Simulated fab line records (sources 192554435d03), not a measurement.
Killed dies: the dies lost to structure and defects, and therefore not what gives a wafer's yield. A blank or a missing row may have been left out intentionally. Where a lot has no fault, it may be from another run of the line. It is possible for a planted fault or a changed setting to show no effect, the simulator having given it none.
Which tool was responsible? ; flow n5Finfet ; 24 wafers from 8 lots sampled at 5 of the route's 1938 steps

WHAT THE GAUGES SHOWED, per wafer
N5_BEOL_M4_RC_MEAS_101. Usual: DIBL_N 35.9 mV/V, standard deviation 1.3; DIBL_P 35.9 mV/V, standard deviation 1.6; IOFF_N 0.156 nA/um, standard deviation 0.022; IOFF_P 0.205 nA/um, standard deviation 0.023; ION_N 675 uA/um, standard deviation 9; ION_P 463 uA/um, standard deviation 5.6; SS_N 71.4 mV/dec, standard deviation 0.57; SS_P 73.1 mV/dec, standard deviation 0.52; VT_N 249.7 mV, standard deviation 2.8; VT_P -250.2 mV, standard deviation 2.5.
lot;measured;on;DIBL_N (mV/V);DIBL_P (mV/V);IOFF_N (nA/um);IOFF_P (nA/um);ION_N (uA/um);ION_P (uA/um);SS_N (mV/dec);SS_P (mV/dec);VT_N (mV);VT_P (mV);flag
L406;day 9 13:36;prober-02;34.7 37.3 35.3;35.5 38.2 35.8;0.136 0.170 0.142;0.218 0.266 0.223;673 675 679;467 472 474;71.1 72.1 71.8;72.3 73.3 72.5;249.2 248.7 250.7;-247.6 -243.5 -248.0;
L412;day 10 19:54;prober-02;37.2 36.3 36.0;36.7 35.5 35.5;0.181 0.157 0.153;0.257 0.219 0.230;677 664 669;469 464 474;72.4 72.0 71.7;73.4 72.3 73.2;246.8 250.5 252.2;-245.6 -248.8 -247.1;
L413;day 11 16:08;prober-02;35.0 35.4 34.6;34.1 34.7 34.4;0.152 0.160 0.155;0.185 0.192 0.186;682 683 685;461 458 465;71.5 71.3 71.3;72.6 72.6 72.8;249.4 248.1 248.4;-250.4 -252.3 -250.2;
L415;day 11 22:10;prober-01;35.8 36.7 33.9;35.4 36.7 33.8;0.154 0.179 0.128;0.198 0.222 0.175;684 679 664;464 465 457;71.5 71.5 71.3;72.8 73.8 72.9;249.4 247.4 250.7;-249.8 -249.7 -252.9;
L416;day 12 08:43;prober-02;38.3 36.2 36.1;37.3 35.6 36.0;0.176 0.139 0.146;0.246 0.225 0.226;678 664 672;469 472 473;70.9 70.7 71.4;73.8 73.2 72.6;249.1 250.8 249.6;-246.2 -244.7 -248.5;
L420;day 13 05:27;prober-02;38.2 37.4 39.1;37.6 36.7 39.4;0.172 0.151 0.197;0.217 0.204 0.249;680 663 679;462 457 463;71.6 71.9 72.1;74.0 73.9 74.4;247.7 251.6 246.0;-248.9 -250.7 -247.2;
L422;day 13 10:26;prober-02;38.9 38.1 37.4;38.9 36.9 36.3;0.200 0.182 0.172;0.240 0.209 0.203;683 680 680;463 460 462;71.4 71.7 71.7;74.7 73.5 73.1;246.9 248.8 250.2;-249.0 -250.7 -252.5;
L421;day 14 02:27;prober-01;34.8 35.9 35.1;33.5 35.1 33.4;0.121 0.141 0.122;0.176 0.204 0.179;667 671 669;466 468 464;71.0 71.4 70.9;72.4 73.3 73.0;252.6 251.9 252.8;-252.6 -248.8 -248.2;

WHAT TOOL EACH LOT RAN ON (gives the tool, then ch and the chambers of the sampled wafers, and finally the start)
lot;N5_BEOL_M3_ETCHBACK_99;N5_BEOL_M3_ETCH_70;N5_BEOL_M3_STRIP_36;N5_BEOL_M3_TRENCH_ETCH_37
L406;rieDiel-06 ch 0,2,3, day 8 23:31;rieDiel-06 ch 0,2,3, day 8 23:32;rieDiel-06 ch 0,2,3, day 8 23:42;rieDiel-06 ch 0,2,3, day 8 23:44
L412;rieDiel-06 ch 0,2,3, day 10 05:11;rieDiel-06 ch 0,2,3, day 10 05:14;rieDiel-06 ch 0,2,3, day 10 05:23;rieDiel-06 ch 0,2,3, day 10 05:26
L413;rieDiel-06 ch 0,2,3, day 10 14:56;rieDiel-06 ch 0,2,3, day 10 14:59;rieDiel-06 ch 0,2,3, day 10 15:08;rieDiel-06 ch 0,2,3, day 10 15:11
L415;rieDiel-01 ch 0,2,3, day 11 08:19;rieDiel-01 ch 0,2,3, day 11 08:21;rieDiel-01 ch 0,2,3, day 11 08:31;rieDiel-01 ch 0,2,3, day 11 08:33
L416;rieDiel-02 ch 1,2,3, day 11 16:33;rieDiel-02 ch 1,2,3, day 11 16:35;rieDiel-02 ch 1,2,3, day 11 16:44;rieDiel-02 ch 1,2,3, day 11 16:47
L420;rieDiel-02 ch 0,1,3, day 12 11:27;rieDiel-02 ch 0,1,3, day 12 11:29;rieDiel-02 ch 0,1,3, day 12 11:39;rieDiel-02 ch 0,1,3, day 12 11:41
L422;rieDiel-02 ch 1,2,3, day 12 21:54;rieDiel-02 ch 1,2,3, day 12 21:56;rieDiel-02 ch 1,2,3, day 12 22:05;rieDiel-02 ch 1,2,3, day 12 22:08
L421;rieDiel-01 ch 1,2,3, day 13 06:07;rieDiel-01 ch 1,2,3, day 13 06:09;rieDiel-01 ch 1,3, day 13 06:19;rieDiel-01 ch 1,3, day 13 06:21
- N5_BEOL_M3_ETCHBACK_99: etches SiO2 in CHF3, target depth 5 nm, time 10.4 s.
- N5_BEOL_M3_ETCH_70: etches SOC in N2/H2, target depth 80 nm, overetch 16 nm, time 120 s.
- N5_BEOL_M3_STRIP_36: strips in N2/H2.
- N5_BEOL_M3_TRENCH_ETCH_37: etches SiOC in C4F6/O2, target depth 55.555 nm, time 29.2 s.

WHAT THE TOOLS THEMSELVES READ (means of the sampled wafers that have a number; where no wafer has one, the mark that the record gives instead)
N5_BEOL_M3_ETCHBACK_99. Usual: drypumpMotorCurrentA 5.6 A, standard deviation 0.46; oesProductAu 0.81 a.u., standard deviation 0.097; rfVppV 239.7 V, standard deviation 2.3; showerheadPlenumPTorr 2.12 Torr, standard deviation 0.057; throttleValvePct 16.95 %, standard deviation 0.17.
lot;tool;drypumpMotorCurrentA (A);oesProductAu (a.u.);rfVppV (V);showerheadPlenumPTorr (Torr);throttleValvePct (%);flag
L406;rieDiel-06;5.8;0.83;239.4;2.11;16.81;
L412;rieDiel-06;5.8;0.82;239.1;2.10;16.83;
L413;rieDiel-06;5.8;0.81;239.3;2.10;16.84;
L415;rieDiel-01;5.2;0.78;242.1;2.13;16.98;
L416;rieDiel-02;5.9;0.83;240.0;2.14;17.02;
L420;rieDiel-02;5.8;0.76;238.6;2.14;17.12;
L422;rieDiel-02;5.9;0.82;240.0;2.14;17.03;
L421;rieDiel-01;5.1;0.76;239.0;2.06;16.86;

N5_BEOL_M3_ETCH_70. Usual: biasW 150.0 W, standard deviation 0.5; drypumpMotorCurrentA 5.7 A, standard deviation 0.46; oesProductAu 0.62 a.u., standard deviation 0.071; rfVppV 522.9 V, standard deviation 2.1; showerheadPlenumPTorr 2.51 Torr, standard deviation 0.067; throttleValvePct 17.71 %, standard deviation 0.18.
lot;tool;biasW (W);drypumpMotorCurrentA (A);oesProductAu (a.u.);rfVppV (V);showerheadPlenumPTorr (Torr);throttleValvePct (%);flag
L406;rieDiel-06;149.6;5.8;0.63;522.6;2.49;17.55;
L412;rieDiel-06;149.6;5.8;0.62;521.8;2.49;17.57;
L413;rieDiel-06;150.5;5.8;0.62;521.7;2.49;17.57;
L415;rieDiel-01;150.1;5.2;0.59;523.7;2.52;17.80;
L416;rieDiel-02;150.3;5.9;0.63;524.0;2.53;17.76;
L420;rieDiel-02;150.1;5.9;0.58;523.6;2.53;17.83;
L422;rieDiel-02;150.0;5.9;0.63;523.3;2.53;17.77;
L421;rieDiel-01;149.5;5.2;0.59;521.6;2.45;17.66;

N5_BEOL_M3_STRIP_36. Usual: drypumpMotorCurrentA 5.7 A, standard deviation 0.46; oesProductAu 0.81 a.u., standard deviation 0.096; rfVppV 59.0 V, standard deviation 1.5; showerheadPlenumPTorr 2.51 Torr, standard deviation 0.067; throttleValvePct 23.53 %, standard deviation 0.23.
lot;tool;drypumpMotorCurrentA (A);oesProductAu (a.u.);rfVppV (V);showerheadPlenumPTorr (Torr);throttleValvePct (%);flag
L406;rieDiel-06;5.8;0.82;58.1;2.49;23.32;
L412;rieDiel-06;5.8;0.81;58.4;2.48;23.34;
L413;rieDiel-06;5.8;0.81;58.3;2.48;23.34;
L415;rieDiel-01;5.1;0.77;59.5;2.52;23.69;
L416;rieDiel-02;5.9;0.84;58.6;2.53;23.57;
L420;rieDiel-02;5.9;0.76;58.9;2.53;23.59;
L422;rieDiel-02;5.9;0.82;60.2;2.52;23.58;
L421;rieDiel-01;5.1;0.76;58.8;2.44;23.42;

N5_BEOL_M3_TRENCH_ETCH_37. Usual: C4F6_flow_sccm 9.999 sccm, standard deviation 0.03; biasW 185.0 W, standard deviation 0.55; drypumpMotorCurrentA 5.6 A, standard deviation 0.47; oesProductAu 0.81 a.u., standard deviation 0.097; rfVppV 663 V, standard deviation 6.1; showerheadPlenumPTorr 2.81 Torr, standard deviation 0.073; throttleValvePct 20.73 %, standard deviation 0.17.
lot;tool;C4F6_flow_sccm (sccm);biasW (W);drypumpMotorCurrentA (A);oesProductAu (a.u.);rfVppV (V);showerheadPlenumPTorr (Torr);throttleValvePct (%);flag
L406;rieDiel-06;10.010;185.3;5.8;0.82;662;2.79;20.58;
L412;rieDiel-06;10.001;188.9;5.8;0.82;672;2.79;20.61;OFF
L413;rieDiel-06;10.012;189.6;5.8;0.82;673;2.78;20.60;OFF
L415;rieDiel-01;10.004;184.9;5.1;0.78;667;2.82;20.77;
L416;rieDiel-02;9.954;185.3;5.9;0.84;661;2.83;20.82;
L420;rieDiel-02;10.022;185.2;5.9;0.75;661;2.84;20.89;
L422;rieDiel-02;10.011;185.4;5.8;0.83;662;2.82;20.83;
L421;rieDiel-01;10.011;185.5;5.1;0.76;662;2.72;20.59;

THE ANSWER, worked out from the rows above alone
Rule: take the mean of a lot's wafers that have a number; if it is more than 3 standard deviations from the usual mean, the lot is off. Also off: a lot with no number at a reading for which 4 or more lots have one. The other lots that the step has rows for count as sound. First the gauges in route order, then the tools' own readings, where a lot's mean is used as printed above. At the first step where some lot is off, the reading lying furthest off is the one used; lots without a number count as furthest.
Off: L412, L413, at N5_BEOL_M3_TRENCH_ETCH_37 (biasW).
A tool fits if, at that step or a process step before it, it ran every lot that is off, and no sound lot after the first of them. One fits: N5_BEOL_M3_ETCHBACK_99 and N5_BEOL_M3_ETCH_70 and N5_BEOL_M3_STRIP_36 and N5_BEOL_M3_TRENCH_ETCH_37 on rieDiel-06. At N5_BEOL_M3_ETCHBACK_99 its last sound lot is L406 (day 8 23:31), its first lot that is off L412 (day 10 05:11): a fault that began between those two fits.

WHAT THE SIMULATOR PUT IN
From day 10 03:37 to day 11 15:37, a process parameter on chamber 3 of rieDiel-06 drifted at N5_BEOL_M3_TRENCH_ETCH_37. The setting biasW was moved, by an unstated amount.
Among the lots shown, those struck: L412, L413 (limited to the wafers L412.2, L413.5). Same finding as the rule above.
